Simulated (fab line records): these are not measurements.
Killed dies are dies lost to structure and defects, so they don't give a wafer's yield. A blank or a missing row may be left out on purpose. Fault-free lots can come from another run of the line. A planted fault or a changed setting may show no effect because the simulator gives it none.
fab line records	flow n5Finfet
record: lots: 8	wafers: 24	lastDay: 17
route steps=1938 shown BEOL_M3@948 BEOL_M4@1111 PASSIVATION@1936
lots untouched by any fault: they come from a run of this same line in which no faults occurred
startH: hours from the record's opening day to when the first of the lot's shown wafers began	waitH: how many hours have passed since the lot's step before this one	" as in the row above	L1.1+2: several wafers, shown together as one row	- no value present, or no start provided	* or withheld: withheld	< > ~ a bound
route shown NAME@n: NAME is a module with steps in the file, n the number in the route of the first one	usual: average and standard deviation across the fault-free wafers	same: alike in all rows	chamber/n: place in a boat	sites: readings site by site	_std_site: their standard deviation	_edge_site: inner sites' mean taken away from outer sites' mean	radiusMm: how far each site lies from the wafer's centre	mask NAME#n: copy n	behind: the tool/chamber that last shaped the wafer	hold: what put the lot on hold/how long, in hours/how the hold closed	device: the transistor (n, p or np) that didn't switch	end of line: tests of these same wafers at the route's end	step lacking rows: just its recipe	killed: count of dies lost to structure and defects at first sort (not the wafer's yield)	map: per-die view of a wafer (x killed, . not killed, _ where there is no die)
set.NAME: the run value of the setting; set.NAME@STEP: its run value at that earlier step	model.NAME: the simulator's own value behind a step, which no gauge read
a sample of lots followed through the steps of the route, with each step as a table and each wafer as a row
services: a tool's chamber out of use, with start hour (startH, from the record's first day; less than 0 if before it), hours out, and reason
== steps ==
step: N5_BEOL_M3_ETCH_74
recipe: chemistry: N2/H2	target: underlayer	targetDepthA: 65	maskMaterial: CAR-EUV	timeS: 5.2	ionEnergyEv: 200	pressureMtorr: 30	sourceW: 840	biasW: 150	n2FlowSccm: 200	h2FlowSccm: 200	ends: cleared
usual: drypumpMotorCurrentA: 5.7/0.35	etchRfOnTimeS: 5.20/0.13	n2FlowSccm: 199.9/0.58	oesProductAu: 0.69/0.063	rfVppV: 524.1/2.7	showerheadPlenumPTorr: 2.55/0.093	throttleValvePct: 17.78/0.23
lot.wafer	tool	chamber	startH	waitH	drypumpMotorCurrentA	etchRfOnTimeS	n2FlowSccm	oesProductAu	rfHoursCounterH	rfVppV	showerheadPlenumPTorr	throttleValvePct
L264.1	rieDiel-06	3	159.38	0.0	5.6	5.34	199.7	0.64	154	525.0	2.65	17.70
L264.2	"	2	"	"	6.0	5.34	199.9	0.71	74	528.7	2.67	17.48
L264.3	"	0	"	"	5.7	5.43	199.3	0.61	191	519.7	2.42	17.90
L268.2	rieDiel-02	2	183.99	0.0	6.5	5.17	199.9	0.69	81	522.2	2.47	18.19
L268.3	"	1	"	"	5.6	5.20	199.6	0.76	45	528.5	2.71	17.73
L268.6	"	3	"	"	5.9	5.05	199.3	0.72	-	528.3	2.68	17.28
L271.1	rieDiel-04	3	198.85	0.0	6.0	5.06	200.3	0.76	29	522.6	2.58	17.88
L271.3	"	0	"	"	5.7	5.27	200.0	0.77	19	520.3	2.49	17.49
L271.6	"	0	"	"	5.7	5.31	200.2	0.77	-	524.0	2.49	17.48
L276.1	rieDiel-04	0	230.03	0.0	5.6	5.20	199.5	0.78	27	521.1	2.49	17.48
L276.2	"	3	"	"	6.0	5.01	200.3	0.76	38	525.8	2.57	17.86
L276.6	"	1	"	"	5.6	5.24	200.9	0.59	-	522.4	2.49	17.83
L279.1	rieDiel-04	1	245.55	0.0	5.5	5.35	200.5	0.58	229	523.5	2.49	17.86
L279.3	"	0	"	"	5.7	5.32	200.0	0.75	32	523.7	2.49	17.50
L279.5	"	2	"	"	5.3	5.13	199.8	0.69	-	522.9	2.44	17.98
L280.1	rieDiel-02	2	251.83	0.0	6.5	5.39	200.7	0.65	105	520.3	2.46	18.24
L280.2	"	0	"	"	5.1	5.02	199.2	0.63	179	526.9	2.64	18.07
L280.6	"	2	"	"	6.6	5.36	200.8	0.65	-	523.7	2.46	18.21
L281.1	rieDiel-06	1	255.80	0.0	6.2	5.17	199.7	0.71	72	522.5	2.49	17.60
L281.3	"	3	"	"	5.6	5.36	200.0	0.63	184	525.8	2.63	17.78
L281.4	"	0	"	"	5.6	5.33	199.5	0.61	222	521.9	2.40	17.98
L282.1	rieDiel-04	2	273.07	0.0	5.4	5.10	199.0	0.67	120	523.7	2.44	17.98
L282.5	"	3	"	"	6.0	5.05	200.0	0.74	-	525.9	2.57	17.90
L282.6	"	0	"	"	5.7	5.26	200.1	0.73	-	523.9	2.48	17.55
step: N5_BEOL_M3_ETCH_63
recipe: chemistry: CF4	target: SiARC	targetDepthA: 156	maskMaterial: CAR-EUV	timeS: 26	ionEnergyEv: 80	pressureMtorr: 40	sourceW: 545	biasW: 36	Ar_flow_sccm: 100	cf4FlowSccm: 100	ends: cleared
usual: drypumpMotorCurrentA: 5.7/0.35	etchRfOnTimeS: 26.0/0.56	mfcArSccm: 100.01/0.28	oesProductAu: 0.69/0.063	rfVppV: 184.2/1.2	showerheadPlenumPTorr: 2.15/0.077	throttleValvePct: 15.55/0.23
lot.wafer	tool	chamber	startH	waitH	drypumpMotorCurrentA	etchRfOnTimeS	mfcArSccm	oesProductAu	rfHoursCounterH	rfVppV	showerheadPlenumPTorr	throttleValvePct
L264.1	rieDiel-06	3	159.40	0.0	5.6	26.1	100.15	0.66	154	185.9	2.21	15.49
L264.2	"	2	"	"	6.0	26.4	99.79	0.71	74	185.2	2.25	15.36
L264.3	"	0	"	"	5.6	26.5	100.00	0.62	191	184.2	2.04	15.70
L268.2	rieDiel-02	2	184.00	0.0	6.5	26.4	100.00	0.68	81	183.1	2.07	15.83
L268.3	"	1	"	"	5.6	26.2	99.77	0.76	45	184.2	2.26	15.25
L268.6	"	3	"	"	5.8	25.6	100.00	0.71	-	187.0	2.27	15.23
L271.1	rieDiel-04	3	198.87	0.0	6.0	25.1	99.90	0.78	29	185.8	2.18	15.60
L271.3	"	0	"	"	5.7	26.7	99.73	0.77	19	182.5	2.09	15.22
L271.6	"	0	"	"	5.6	26.4	99.50	0.77	-	183.0	2.09	15.22
L276.1	rieDiel-04	0	230.05	0.0	5.7	26.1	100.06	0.76	27	183.0	2.09	15.24
L276.2	"	3	"	"	6.0	25.2	100.85	0.76	38	185.7	2.18	15.62
L276.6	"	1	"	"	5.5	26.7	100.13	0.58	-	183.4	2.13	15.79
L279.1	rieDiel-04	1	245.57	0.0	5.6	26.5	99.81	0.59	229	183.2	2.13	15.79
L279.3	"	0	"	"	5.7	26.2	100.53	0.75	32	183.6	2.08	15.24
L279.5	"	2	"	"	5.4	25.6	99.64	0.69	-	183.4	2.06	15.70
L280.1	rieDiel-02	2	251.84	0.0	6.5	26.6	100.00	0.66	105	182.2	2.06	15.89
L280.2	"	0	"	"	5.1	25.4	99.83	0.63	179	183.9	2.23	15.91
L280.6	"	2	"	"	6.5	26.7	99.54	0.66	-	183.2	2.06	15.90
L281.1	rieDiel-06	1	255.82	0.0	6.2	25.7	100.08	0.72	72	183.6	2.08	15.31
L281.3	"	3	"	"	5.6	26.6	100.48	0.62	185	185.2	2.20	15.53
L281.4	"	0	"	"	5.6	27.0	100.01	0.59	222	182.9	2.03	15.76
L282.1	rieDiel-04	2	273.09	0.0	5.3	25.3	100.00	0.69	120	181.5	2.06	15.72
L282.5	"	3	"	"	6.0	25.3	99.69	0.73	-	184.0	2.17	15.66
L282.6	"	0	"	"	5.6	26.0	99.55	0.74	-	184.2	2.08	15.29
step: N5_BEOL_M3_STRIP_19
recipe: chemistry: O2	powerW: 400	tempC: 40	pressureMtorr: 30	rfFrequencyHz: 6e+07	biasPowerW: 0	overashFraction: 0.2	o2FlowSccm: 225
usual: drypumpMotorCurrentA: 5.8/0.38	oesProductAu: 0.80/0.066	rfVppV: 3.7/0.47	showerheadPlenumPTorr: 2.12/0.088	throttleValvePct: 16.65/0.25
lot.wafer	tool	chamber	startH	waitH	drypumpMotorCurrentA	oesProductAu	rfHoursCounterH	rfVppV	showerheadPlenumPTorr	throttleValvePct
L264.1	rieDiel-02	0	159.71	0.1	5.1	0.77	151	3.6	2.21	17.00
L264.2	"	1	"	"	5.7	0.90	38	3.9	2.25	16.44
L264.3	"	3	"	"	5.9	0.84	67	2.8	2.23	16.25
L268.2	rieDiel-04	3	184.31	0.1	6.0	0.89	24	4.0	2.14	16.66
L268.3	"	1	"	"	5.5	0.71	211	4.1	2.06	16.66
L268.6	"	1	"	"	5.6	0.70	-	3.5	2.06	16.66
L271.1	rieDiel-02	1	199.19	0.1	5.7	0.89	51	3.5	2.25	16.48
L271.3	"	2	"	"	6.5	0.80	87	3.6	2.04	17.03
L271.6	"	0	"	"	5.1	0.76	-	4.4	2.21	17.02
L276.1	rieDiel-02	0	230.48	0.2	5.1	0.75	172	4.1	2.20	17.01
L276.2	"	1	"	"	5.6	0.87	60	3.8	2.25	16.50
L276.6	"	2	"	"	6.5	0.78	-	3.6	2.03	17.06
L279.1	rieDiel-06	3	245.89	0.1	5.5	0.73	182	3.8	2.18	16.69
L279.3	"	2	"	"	6.0	0.79	100	4.3	2.22	16.59
L279.5	"	1	"	"	6.2	0.83	-	3.1	2.04	16.35
L280.1	rieDiel-06	2	252.15	0.1	6.0	0.80	102	3.2	2.22	16.59
L280.2	"	3	"	"	5.6	0.74	184	4.5	2.18	16.68
L280.6	"	0	"	"	5.6	0.70	-	3.1	2.01	16.96
L281.1	rieDiel-04	0	256.13	0.1	5.6	0.89	35	3.8	2.06	16.43
L281.3	"	3	"	"	6.0	0.85	46	3.5	2.13	16.73
L281.4	"	2	"	"	5.4	0.80	116	2.8	2.01	16.77
L282.1	rieDiel-04	3	273.40	0.1	6.0	0.84	51	3.5	2.13	16.73
L282.5	"	0	"	"	5.6	0.87	-	4.0	2.06	16.43
L282.6	"	3	"	"	6.0	0.85	-	3.9	2.13	16.74
step: N5_BEOL_M3_ETCH_69
recipe: chemistry: CF4	target: SiARC	targetDepthA: 156	maskMaterial: CAR-EUV	timeS: 26	ionEnergyEv: 80	pressureMtorr: 40	sourceW: 545	biasW: 36	Ar_flow_sccm: 100	cf4FlowSccm: 100	ends: cleared
usual: drypumpMotorCurrentA: 5.7/0.35	etchRfOnTimeS: 26.0/0.57	mfcArSccm: 100.0/0.31	oesProductAu: 0.69/0.066	rfVppV: 184.2/1.2	showerheadPlenumPTorr: 2.15/0.077	throttleValvePct: 15.55/0.23
lot.wafer	tool	chamber	startH	waitH	drypumpMotorCurrentA	etchRfOnTimeS	mfcArSccm	oesProductAu	rfHoursCounterH	rfVppV	showerheadPlenumPTorr	throttleValvePct
L264.1	rieDiel-04	0	160.28	0.0	5.6	26.4	100.4	0.79	9	184.7	2.09	15.21
L264.2	"	3	"	"	6.0	25.2	100.1	0.79	18	185.1	2.18	15.58
L264.3	"	2	"	"	5.3	25.6	100.6	0.71	88	183.8	2.07	15.66
L268.2	rieDiel-04	3	184.87	0.0	6.0	25.2	100.4	0.78	24	185.1	2.18	15.59
L268.3	"	2	"	"	5.3	25.7	100.0	0.70	94	182.9	2.07	15.67
L268.6	"	1	"	"	5.5	27.0	100.1	0.59	-	184.1	2.13	15.76
L271.1	rieDiel-06	1	199.76	0.0	6.2	26.0	100.0	0.74	56	183.6	2.09	15.28
L271.3	"	2	"	"	6.0	26.3	99.7	0.71	87	184.7	2.25	15.40
L271.6	"	3	"	"	5.6	26.6	100.3	0.63	-	185.2	2.20	15.50
L276.1	rieDiel-06	1	231.04	0.0	6.2	25.5	100.3	0.73	64	183.4	2.09	15.31
L276.2	"	2	"	"	6.0	26.4	100.3	0.69	96	184.1	2.24	15.42
L276.6	"	3	"	"	5.6	26.4	99.8	0.64	-	185.3	2.20	15.54
L279.1	rieDiel-04	1	246.46	0.0	5.6	26.7	100.2	0.58	229	185.4	2.13	15.79
L279.3	"	0	"	"	5.6	26.3	99.5	0.76	32	183.6	2.08	15.25
L279.5	"	1	"	"	5.5	26.9	99.9	0.58	-	184.0	2.13	15.79
L280.1	rieDiel-06	2	252.86	0.0	6.0	17.5	100.2	0.88	102	185.9	2.24	15.42
L280.2	"	1	"	"	6.2	16.8	99.6	0.93	71	182.4	2.08	15.33
L280.6	"	0	"	"	5.6	26.8	99.7	0.59	-	182.2	2.03	15.74
L281.1	rieDiel-06	0	256.71	0.0	5.6	17.6	100.2	0.77	222	183.3	2.03	15.76
L281.3	"	2	"	"	6.0	26.3	100.1	0.69	103	185.3	2.24	15.44
L281.4	"	1	"	"	6.2	25.5	100.2	0.72	72	182.1	2.08	15.30
L282.1	rieDiel-04	3	274.15	0.0	6.0	25.6	99.5	0.73	51	184.9	2.17	15.67
L282.5	"	0	"	"	5.6	26.7	100.2	0.73	-	181.8	2.08	15.28
L282.6	"	3	"	"	6.0	25.6	99.9	0.73	-	184.2	2.17	15.64
step: N5_BEOL_M4_RC_MEAS_101
usual: DIBL_N: 37.1/1.9	DIBL_P: 37.2/2.3	IOFF_N: 0.18/0.04	IOFF_P: 0.23/0.044	ION_N: 682/11	ION_P: 468/8.6	SS_N: 71.9/0.68	SS_P: 73.5/0.74	VT_N: 248/3.4	VT_P: -248/3.4
lot.wafer	tool	chamber	startH	waitH	DIBL_N[mV/V]	DIBL_P[mV/V]	IOFF_N[nA/um]	IOFF_P[nA/um]	ION_N[uA/um]	ION_P[uA/um]	SS_N[mV/dec]	SS_P[mV/dec]	VT_N[mV]	VT_P[mV]
L264.1	prober-02	0	191.06	0.2	33.6	34.6	0.13	0.19	662	461	71.1	73.4	254	-249
L264.2	"	0	"	"	35.1	36.4	0.16	0.22	683	468	71.5	74.3	251	-245
L264.3	"	0	"	"	34.7	36.5	0.15	0.22	676	475	71.6	73.2	252	-249
L268.2	prober-01	0	200.67	0.2	33.4	32.2	0.12	0.17	669	460	71.7	71.5	251	-250
L268.3	"	0	"	"	37.4	36.3	0.18	0.22	675	459	71.8	72.9	251	-248
L268.6	"	0	"	"	34.6	34.1	0.14	0.19	674	462	71.1	72.6	252	-249
L271.1	prober-02	0	216.78	0.0	35.6	34.3	0.13	0.16	683	460	71.8	72.7	252	-254
L271.3	"	0	"	"	36.6	35.9	0.17	0.19	696	481	71.9	72.9	249	-253
L271.6	"	0	"	"	37.1	36.2	0.17	0.20	693	474	71.8	73.7	248	-252
L276.1	prober-02	0	246.10	0.0	38.3	39.1	0.22	0.28	692	470	72.2	73.0	246	-246
L276.2	"	0	"	"	37.2	36.0	0.18	0.21	667	453	73.5	73.0	251	-252
L276.6	"	0	"	"	37.1	35.7	0.19	0.21	663	458	72.6	73.1	248	-251
L279.1	prober-02	0	265.64	0.0	38.1	37.8	0.16	0.21	685	469	71.9	73.6	250	-252
L279.3	"	0	"	"	37.3	37.4	0.18	0.22	687	471	72.5	73.9	247	-251
L279.5	"	0	"	"	37.4	37.3	0.16	0.21	676	470	72.7	72.8	251	-251
L281.1	prober-01	0	276.22	0.0	38.6	37.4	0.22	0.22	684	457	73.4	73.9	246	-252
L281.3	"	0	"	"	36.9	35.7	0.17	0.18	666	444	73.2	73.4	250	-256
L281.4	"	0	"	"	37.8	35.7	0.19	0.19	670	452	73.0	73.2	251	-253
L280.1	prober-01	0	280.75	0.0	38.3	37.5	0.19	0.26	698	484	71.2	74.0	245	-244
L280.2	"	0	"	"	40.2	38.8	0.24	0.30	688	465	72.5	74.3	244	-245
L280.6	"	0	"	"	40.9	40.6	0.25	0.33	693	476	72.6	73.9	244	-244
L282.1	prober-01	0	292.97	0.0	37.6	40.2	0.21	0.29	688	473	72.1	74.6	246	-246
L282.5	"	0	"	"	37.4	39.5	0.19	0.26	681	464	71.8	74.0	247	-246
L282.6	"	0	"	"	41.7	43.6	0.32	0.37	699	477	73.5	75.8	240	-244
step: N5_PASSIVATION_PROBE_49
usual: defectLimitedYield: 91.5/1.4	killed_at_M0_to_M3: 32/9.7	killed_at_M4_up: 14/5.3	killedAtContacts: 11/6	killedAtFrontEnd: 39/14	killedAtOther: 3.3/2.7	killedDies: 100/17	killedOpen: 66/13	killedShort: 32/7.4	sort_bin_4_leakage: 0.02/0.16	sort_bin_5_function: 4.9/0.9	sort_bin_6_memory: 3.2/0.72	sort_bin_8_speed: 0.00/0.0071	sortNPass: 1080/17	sortYieldPct: 91.5/1.4
same: grossDies: 1180	killedAtBackSide: 0
lot.wafer	tool	chamber	startH	waitH	defectLimitedYield[%]	killed_at_M0_to_M3	killed_at_M4_up	killedAtContacts	killedAtFrontEnd	killedAtOther	killedDies	killedOpen	killedShort	sort_bin_4_leakage[%]	sort_bin_5_function[%]	sort_bin_6_memory[%]	sort_bin_8_speed[%]	sortNPass	sortYieldPct[%]
L268.2	prober-02	-	305.18	0.1	91.7	46	16	13	18	5	98	66	32	0	5.3	2.6	0	1082	91.7
L268.3	prober-02	-	305.23	0.1	90.8	39	27	17	23	3	109	76	32	0	6.0	3.0	0	1071	90.8
L268.6	prober-02	-	305.38	0.3	93.4	17	14	11	32	4	78	57	20	0	4.2	2.4	0	1102	93.4
L271.1	prober-02	-	322.81	0.0	91.1	25	14	23	41	2	105	73	31	0	5.6	3.1	0	1075	91.1
L271.3	prober-02	-	322.91	0.1	92.5	30	10	28	21	0	89	56	32	0	4.5	2.6	0	1091	92.5
L271.6	prober-02	-	323.06	0.3	90.0	59	18	18	20	3	118	90	27	0	6.2	3.6	0	1062	90.0
L276.1	prober-01	-	342.74	0.0	92.2	18	17	12	42	3	92	65	27	0	4.7	2.9	0	1088	92.2
L276.2	prober-01	-	342.79	0.1	92.4	30	17	8	33	2	90	56	33	0	4.5	3.1	0	1090	92.4
L276.6	prober-01	-	342.99	0.3	90.3	35	25	19	35	0	114	87	27	0	6.0	3.3	0	1066	90.3
L279.1	prober-01	-	367.93	0.0	92.9	29	11	11	30	3	84	55	26	0	4.3	2.7	0	1096	92.9
L279.3	prober-01	-	368.03	0.1	90.9	33	11	9	52	2	107	67	38	0	4.9	3.7	0	1073	90.9
L279.5	prober-01	-	368.13	0.2	93.1	25	10	6	36	4	81	52	28	0	3.8	2.9	0	1099	93.1
killed by level:class
L268.2 MOL_CONTACT_COAG:geometricParticle:open=11 BEOL_M2:geometricParticle:open=10 BEOL_M0_SAQP:geometricParticle:open=9 BEOL_M1:geometricParticle:open=9 STI_FIN_REVEAL:geometricParticle:open=7 BEOL_M1:geometricParticle:short=5 BEOL_M3:geometricParticle:short=4 BEOL_M3:geometricParticle:open=4
L268.3 MOL_CONTACT_COAG:geometricParticle:open=14 BEOL_M3:geometricParticle:open=13 BEOL_M4:geometricParticle:open=10 BEOL_M1:geometricParticle:open=9 STI_FIN_REVEAL:geometricParticle:open=8 BEOL_M5:geometricParticle:short=5 STARTING-WAFER:geometricParticle:short=5 BEOL_M3:geometricParticle:short=4
L268.6 STI_FIN_REVEAL:geometricParticle:open=11 MOL_CONTACT_COAG:geometricParticle:open=10 BEOL_M3:geometricParticle:open=6 FIN_SAQP:geometricParticle:open=5 BEOL_M4:geometricParticle:open=5 GATE_CUT:geometricParticle:short=4 BEOL_M2:geometricParticle:open=4 GATE_CUT:geometricParticle:open=3
L271.1 MOL_CONTACT_COAG:geometricParticle:open=19 STI_FIN_REVEAL:geometricParticle:open=14 BEOL_M2:geometricParticle:open=7 BEOL_M4:geometricParticle:short=7 BEOL_M3:geometricParticle:open=6 FIN_SAQP:geometricParticle:short=5 FIN_SAQP:geometricParticle:open=4 GATE_CUT:geometricParticle:short=4
L271.3 MOL_CONTACT_COAG:geometricParticle:open=22 BEOL_M0_SAQP:geometricParticle:short=9 BEOL_M0_SAQP:geometricParticle:open=7 FIN_SAQP:geometricParticle:short=6 MOL_CONTACT_COAG:geometricParticle:short=6 BEOL_M3:geometricParticle:open=6 BEOL_M2:geometricParticle:open=5 STI_FIN_REVEAL:geometricParticle:open=3
L271.6 MOL_CONTACT_COAG:geometricParticle:open=16 BEOL_M3:geometricParticle:open=14 BEOL_M2:geometricParticle:open=13 BEOL_M0_SAQP:geometricParticle:open=12 BEOL_M4:geometricParticle:open=9 STI_FIN_REVEAL:geometricParticle:open=8 BEOL_M0_SAQP:geometricParticle:short=7 BEOL_M0:geometricParticle:open=6
L276.1 STI_FIN_REVEAL:geometricParticle:open=16 MOL_CONTACT_COAG:geometricParticle:open=11 BEOL_M4:geometricParticle:open=11 BEOL_M3:geometricParticle:open=8 FIN_SAQP:geometricParticle:open=6 STARTING-WAFER:geometricParticle:short=6 GATE_CUT:geometricParticle:short=4 BEOL_M4:geometricParticle:short=3
L276.2 FIN_SAQP:geometricParticle:short=9 FIN_SAQP:geometricParticle:open=8 BEOL_M2:geometricParticle:open=8 DUMMY_GATE:geometricParticle:open=7 MOL_CONTACT_COAG:geometricParticle:open=5 BEOL_M0_SAQP:geometricParticle:short=5 BEOL_M0_SAQP:geometricParticle:open=4 BEOL_M8:geometricParticle:open=4
L276.6 MOL_CONTACT_COAG:geometricParticle:open=17 STI_FIN_REVEAL:geometricParticle:open=14 BEOL_M4:geometricParticle:open=13 BEOL_M2:geometricParticle:open=8 BEOL_M8:geometricParticle:open=7 BEOL_M0_SAQP:geometricParticle:short=6 BEOL_M0_SAQP:geometricParticle:open=6 GATE_CUT:geometricParticle:open=5
L279.1 MOL_CONTACT_COAG:geometricParticle:open=9 BEOL_M2:geometricParticle:open=8 STI_FIN_REVEAL:geometricParticle:open=7 BEOL_M0_SAQP:geometricParticle:short=7 BEOL_M0_SAQP:geometricParticle:open=5 FIN_SAQP:geometricParticle:open=4 FIN_SAQP:geometricParticle:short=3 STARTING-WAFER:geometricParticle:short=3
L279.3 BEOL_M0_SAQP:geometricParticle:open=15 FIN_SAQP:geometricParticle:short=12 STI_FIN_REVEAL:geometricParticle:open=9 BEOL_M0_SAQP:geometricParticle:short=9 MOL_CONTACT_COAG:geometricParticle:open=8 STARTING-WAFER:geometricParticle:open=7 FIN_SAQP:geometricParticle:open=5 DUMMY_GATE:geometricParticle:open=5
L279.5 STI_FIN_REVEAL:geometricParticle:open=10 FIN_SAQP:geometricParticle:short=7 BEOL_M2:geometricParticle:open=6 MOL_CONTACT_COAG:geometricParticle:open=5 BEOL_M0_SAQP:geometricParticle:short=4 BEOL_M0_SAQP:geometricParticle:open=4 BEOL_M7:geometricParticle:open=4 STI_FIN_REVEAL:geometricParticle:short=3
== services ==
tool	chamber	startH	hours	kind
rieDiel-02	3	139.39	2.0	repair
rieDiel-04	3	146.43	9.5	repair
rieDiel-06	1	181.26	7.0	repair
rieDiel-06	2	187.71	4.6	repair
rieDiel-02	3	240.22	32.8	repair
== key ==
firstSign: step: N5_BEOL_M3_ETCH_69	reading: etchRfOnTimeS	direction: down	sigmas: 15	usual: *	struck: *
effect: step: N5_BEOL_M3_ETCH_69	reading: oesProductAu	direction: up	sigmas: 2.6	usual: 0.69	struck: 0.86
metAt N5_BEOL_M3_ETCH_69
struckLots L280,L281
struckWafers L280.1,L280.2,L281.1
baselineLoss: step: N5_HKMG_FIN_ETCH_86	wafers: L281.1
notActingAt N5_BEOL_M3_ETCH_74,N5_BEOL_M3_ETCH_63,N5_BEOL_M3_STRIP_19
onsetBetween 231.04 252.86
fault: kind: processParameterDrift	tool: rieDiel-06	chamber: -	onsetH: 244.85	steps: N5_BEOL_M3_ETCH_69	channel: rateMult	offset: 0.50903	shape: step	endH: 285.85	scope: struckWafersOnly
baselineLoss: these wafers lose ten dies or more at that step, a loss of the line's own and not of a fault; the sort's usual values leave them out
